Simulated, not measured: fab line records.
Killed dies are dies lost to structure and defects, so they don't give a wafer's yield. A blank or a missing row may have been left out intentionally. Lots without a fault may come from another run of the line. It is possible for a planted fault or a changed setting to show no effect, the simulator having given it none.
Which tool did it?    flow nand harc    72 wafers from 24 lots sampled at 5 of the route's 1159 steps

## WHAT THE GAUGES SHOWED, per wafer
NHARC_P_M1_THK_MEAS_24: measures by xrf. Usual: 157.8 nm for thk nm, sd 1.5.
lot   measured      on             thk nm (nm)        flag
L075  day 6 07:31   film metro-01  157.1 157.6 155.5  
L074  day 6 07:59   film metro-02  157.2 159.8 157.4  
L076  day 6 20:29   film metro-02  157.5 153.9 156.8  
L077  day 6 20:58   film metro-02  156.5 156.3 157.5  
L078  day 6 23:38   film metro-01  153.5 159.1 157.8  
L079  day 7 07:01   film metro-01  158.8 158.2 159.2  
L080  day 7 19:48   film metro-02  156.8 159.5 158.1  
L081  day 7 20:22   film metro-02  157.6 158.9 158.9  
L082  day 8 04:47   film metro-02  159.4 156.1 160.4  
L083  day 8 07:26   film metro-01  159.4 158.1 155.7  
L084  day 8 08:43   film metro-02  159.3 156.9 158.4  
L087  day 9 08:52   film metro-02  158.2 158.8 158.3  
L085  day 9 09:10   film metro-01  161.5 159.1 157.6  
L086  day 9 10:04   film metro-02  158.8 156.6 159.2  
L089  day 9 18:42   film metro-01  158.1 156.6 160.1  
L088  day 9 19:01   film metro-02  160.5 160.8 160.0  
L090  day 10 03:44  film metro-02  158.2 155.8 158.1  
L091  day 10 07:40  film metro-01  158.2 158.6 157.5  
L092  day 10 14:58  film metro-02  157.5 158.2 156.6  
L093  day 10 23:55  film metro-01  156.8 157.1 159.7  
L094  day 11 04:40  film metro-01  157.7 156.4 158.3  
L095  day 11 11:58  film metro-01  156.6 155.1 156.5  
L096  day 11 13:11  film metro-02  160.5 158.0 157.0  
L097  day 11 21:53  film metro-02  157.1 159.6 155.2  

NHARC_P_M2_CD_MEAS_09: target cd 170 nm. Usual: 169.9 nm for cd nm, sd 0.46.
lot   measured      on         cd nm (nm)         flag
L075  day 6 09:04   cd sem-02  170.0 170.0 168.9  
L074  day 6 09:32   cd sem-03  169.8 169.3 169.2  
L076  day 6 22:02   cd sem-03  169.5 169.1 169.7  
L077  day 6 22:22   cd sem-01  169.6 169.4 169.7  
L078  day 7 01:02   cd sem-02  169.8 169.4 169.3  
L079  day 7 08:34   cd sem-01  170.1 170.5 170.3  
L080  day 7 21:13   cd sem-02  170.5 170.2 170.8  
L081  day 7 22:05   cd sem-03  170.6 170.4 170.7  
L082  day 8 06:28   cd sem-02  171.1 170.3 171.2  
L083  day 8 09:00   cd sem-01  170.3 169.2 169.3  
L084  day 8 10:09   cd sem-01  169.1 169.9 169.9  
L087  day 9 10:25   cd sem-01  170.0 169.5 169.6  
L085  day 9 10:45   cd sem-01  169.9 169.5 169.7  
L086  day 9 11:31   cd sem-03  170.7 169.8 169.4  
L089  day 9 20:33   cd sem-02  169.8 170.1 169.5  
L088  day 9 21:22   cd sem-01  169.6 169.5 169.5  
L090  day 10 05:17  cd sem-03  169.4 170.0 169.7  
L091  day 10 09:32  cd sem-02  169.8 169.7 169.8  
L092  day 10 16:31  cd sem-02  169.9 170.0 169.5  
L093  day 11 01:31  cd sem-01  170.2 170.2 170.1  
L094  day 11 06:54  cd sem-03  170.3 170.8 170.3  
L095  day 11 13:31  cd sem-01  169.5 170.0 169.8  
L096  day 11 14:44  cd sem-02  170.0 169.2 169.5  
L097  day 11 23:19  cd sem-02  169.5 169.9 169.5  

## TOOL THAT RAN EACH LOT (tool first, then ch and the chambers of the sampled wafers, then the start)
lot   NHARC_P_M0_PVD_21                        NHARC_P_M1_ANNEAL_31              NHARC_P_M1_CMP_23
L075  pvd sputter-01, day 6 06:51 or earlier   rtp anneal-02 ch 0, day 6 06:51   cmp-03 ch 0,1,2, day 6 07:14
L074  pvd sputter-02, day 6 07:20 or earlier   rtp anneal-02 ch 0, day 6 07:20   cmp-01 ch 0,2,3, day 6 07:44
L076  pvd sputter-01, day 6 19:49 or earlier   rtp anneal-01 ch 0, day 6 19:49   cmp-01 ch 1,2, day 6 20:10
L077  pvd sputter-02, day 6 20:18 or earlier   rtp anneal-01 ch 0, day 6 20:18   cmp-02 ch 0,1, day 6 20:41
L078  pvd sputter-01, day 6 22:58 or earlier   rtp anneal-02 ch 0, day 6 22:58   cmp-03 ch 0,2,3, day 6 23:19
L079  pvd sputter-02, day 7 06:23 or earlier   rtp anneal-02 ch 0, day 7 06:23   cmp-02 ch 0,3, day 7 06:41
L080  pvd sputter-02, day 7 19:14 or earlier   rtp anneal-01 ch 0, day 7 19:14   cmp-02 ch 0,3, day 7 19:31
L081  pvd sputter-03, day 7 19:42 or earlier   rtp anneal-02 ch 0, day 7 19:42   cmp-01 ch 1,2,3, day 7 20:04
L082  pvd sputter-03, day 8 04:08 or earlier   rtp anneal-02 ch 0, day 8 04:08   cmp-02 ch 0,1,3, day 8 04:32
L083  pvd sputter-01, day 8 06:46 or earlier   rtp anneal-01 ch 0, day 8 06:46   cmp-02 ch 0,2,3, day 8 07:07
L084  pvd sputter-02, day 8 08:09 or earlier   rtp anneal-02 ch 0, day 8 08:09   cmp-01 ch 0,2,3, day 8 08:27
L087  pvd sputter-03, day 9 08:12 or earlier   rtp anneal-01 ch 0, day 9 08:12   cmp-03 ch 0,1,3, day 9 08:33
L085  pvd sputter-02, day 9 08:31 or earlier   rtp anneal-02 ch 0, day 9 08:31   cmp-02 ch 2,3, day 9 08:52
L086  pvd sputter-03, day 9 09:25 or earlier   rtp anneal-02 ch 0, day 9 09:25   cmp-02 ch 0,2,3, day 9 09:46
L089  pvd sputter-01, day 9 18:09 or earlier   rtp anneal-01 ch 0, day 9 18:09   cmp-03 ch 0,2, day 9 18:23
L088  pvd sputter-01, day 9 18:22 or earlier   rtp anneal-01 ch 0, day 9 18:22   cmp-01 ch 0,1,3, day 9 18:42
L090  pvd sputter-01, day 10 03:04 or earlier  rtp anneal-01 ch 0, day 10 03:04  cmp-03 ch 0,1,3, day 10 03:25
L091  pvd sputter-01, day 10 06:59 or earlier  rtp anneal-01 ch 0, day 10 06:59  cmp-01 ch 0,2,3, day 10 07:22
L092  pvd sputter-02, day 10 14:17 or earlier  rtp anneal-01 ch 0, day 10 14:17  cmp-02 ch 1,2,3, day 10 14:38
L093  pvd sputter-02, day 10 23:17 or earlier  rtp anneal-02 ch 0, day 10 23:17  cmp-03 ch 1,3, day 10 23:36
L094  pvd sputter-01, day 11 04:07 or earlier  rtp anneal-01 ch 0, day 11 04:07  cmp-02 ch 0,2, day 11 04:23
L095  pvd sputter-03, day 11 11:19 or earlier  rtp anneal-02 ch 0, day 11 11:19  cmp-03 ch 0,2,3, day 11 11:40
L096  pvd sputter-01, day 11 12:31 or earlier  rtp anneal-02 ch 0, day 11 12:31  cmp-01 ch 0,2,3, day 11 12:53
L097  pvd sputter-01, day 11 21:14 or earlier  rtp anneal-01 ch 0, day 11 21:14  cmp-01 ch 0,2, day 11 21:36
- NHARC_P_M0_PVD_21: deposits Cu, target thk 30 nm, time 20.49 s.
- NHARC_P_M1_ANNEAL_31: time 90 s.
- NHARC_P_M1_CMP_23: polishes, t overpolish 20 s, target thk 157.82 nm.

## WHAT THE TOOLS THEMSELVES READ (means of the sampled wafers that have a number; where no wafer has one, the mark that the record gives instead)
NHARC_P_M0_PVD_21. Usual: 30.6 % for throttle valve pct, sd 0.71.
lot   tool            throttle valve pct (%)  flag
L075  pvd sputter-01  30.4                    
L074  pvd sputter-02  29.5                    
L076  pvd sputter-01  30.9                    
L077  pvd sputter-02  30.7                    
L078  pvd sputter-01  30.7                    
L079  pvd sputter-02  30.6                    
L080  pvd sputter-02  31.0                    
L081  pvd sputter-03  30.1                    
L082  pvd sputter-03  30.4                    
L083  pvd sputter-01  30.8                    
L084  pvd sputter-02  29.9                    
L087  pvd sputter-03  30.7                    
L085  pvd sputter-02  30.8                    
L086  pvd sputter-03  30.9                    
L089  pvd sputter-01  30.7                    
L088  pvd sputter-01  30.5                    
L090  pvd sputter-01  30.7                    
L091  pvd sputter-01  30.5                    
L092  pvd sputter-02  31.4                    
L093  pvd sputter-02  30.9                    
L094  pvd sputter-01  30.6                    
L095  pvd sputter-03  30.4                    
L096  pvd sputter-01  30.8                    
L097  pvd sputter-01  30.4                    

NHARC_P_M1_ANNEAL_31. Usual: anneal temp c max 226.18, standard deviation 0.29; wafer_temp_C_max 226.1, standard deviation 0.36.
lot   tool           anneal temp c max  wafer_temp_C_max  flag
L075  rtp anneal-02  225.91             225.8             
L074  rtp anneal-02  226.06             225.8             
L076  rtp anneal-01  226.36             226.6             
L077  rtp anneal-01  226.39             226.3             
L078  rtp anneal-02  226.09             226.1             
L079  rtp anneal-02  226.14             225.9             
L080  rtp anneal-01  226.53             226.2             
L081  rtp anneal-02  225.75             225.9             
L082  rtp anneal-02  225.84             226.1             
L083  rtp anneal-01  226.68             226.3             
L084  rtp anneal-02  226.17             225.9             
L087  rtp anneal-01  226.08             226.5             
L085  rtp anneal-02  225.97             226.1             
L086  rtp anneal-02  226.18             226.0             
L089  rtp anneal-01  226.27             226.8             
L088  rtp anneal-01  226.57             226.0             
L090  rtp anneal-01  226.04             226.7             
L091  rtp anneal-01  226.22             226.4             
L092  rtp anneal-01  226.20             226.2             
L093  rtp anneal-02  225.79             225.7             
L094  rtp anneal-01  226.31             226.5             
L095  rtp anneal-02  226.12             225.9             
L096  rtp anneal-02  226.02             225.9             
L097  rtp anneal-01  226.42             226.3             

NHARC_P_M1_CMP_23. Usual: motor current A 12.3 A, standard deviation 1.4; slurry filter dp kPa 13.49 kPa, standard deviation 0.15; time to endpoint s 28.7 s, standard deviation 2.3.
lot   tool    motor current A (A)  slurry filter dp kPa (kPa)  time to endpoint s (s)  flag
L075  cmp-03  12.4                 13.41                       26.1                    
L074  cmp-01  12.1                 13.42                       27.2                    
L076  cmp-01  11.7                 13.54                       28.9                    
L077  cmp-02  12.7                 13.49                       28.3                    
L078  cmp-03  12.0                 13.55                       26.5                    
L079  cmp-02  13.3                 13.50                       28.7                    
L080  cmp-02  13.7                 13.40                       26.9                    
L081  cmp-01  11.4                 13.50                       26.6                    
L082  cmp-02  13.5                 13.45                       26.1                    
L083  cmp-02  12.1                 13.41                       28.8                    
L084  cmp-01  11.7                 13.48                       27.8                    
L087  cmp-03  12.0                 13.52                       29.2                    
L085  cmp-02  11.1                 13.46                       32.1                    
L086  cmp-02  12.6                 13.50                       31.6                    
L089  cmp-03  10.8                 13.51                       28.5                    
L088  cmp-01  12.2                 13.40                       31.0                    
L090  cmp-03  12.1                 13.60                       29.0                    
L091  cmp-01  11.6                 13.47                       31.5                    
L092  cmp-02  12.4                 13.52                       26.4                    
L093  cmp-03  13.4                 13.55                       32.0                    
L094  cmp-02  11.7                 13.51                       29.5                    
L095  cmp-03  12.0                 13.46                       30.5                    
L096  cmp-01  11.9                 13.49                       29.1                    
L097  cmp-01  12.1                 13.60                       27.4                    

## THE ANSWER, worked out from the rows above alone
Rule: take the mean of a lot's wafers that have a number; if it is more than 3 standard deviations from the usual mean, the lot is off. A lot without any number at a reading at which 4 lots or more have one is off too. Where the step has rows for the other lots, those lots are counted as sound. After the gauges, taken in route order, come the tools' own readings; for these a lot's mean is taken, as printed above. The first step at which some lot is off is used, and at that step the reading that is off furthest; a lot without a number counts as furthest.
None of the lots is off at any reading shown; this tells nothing.

## WHAT HAD BEEN PUT IN BY THE SIMULATOR
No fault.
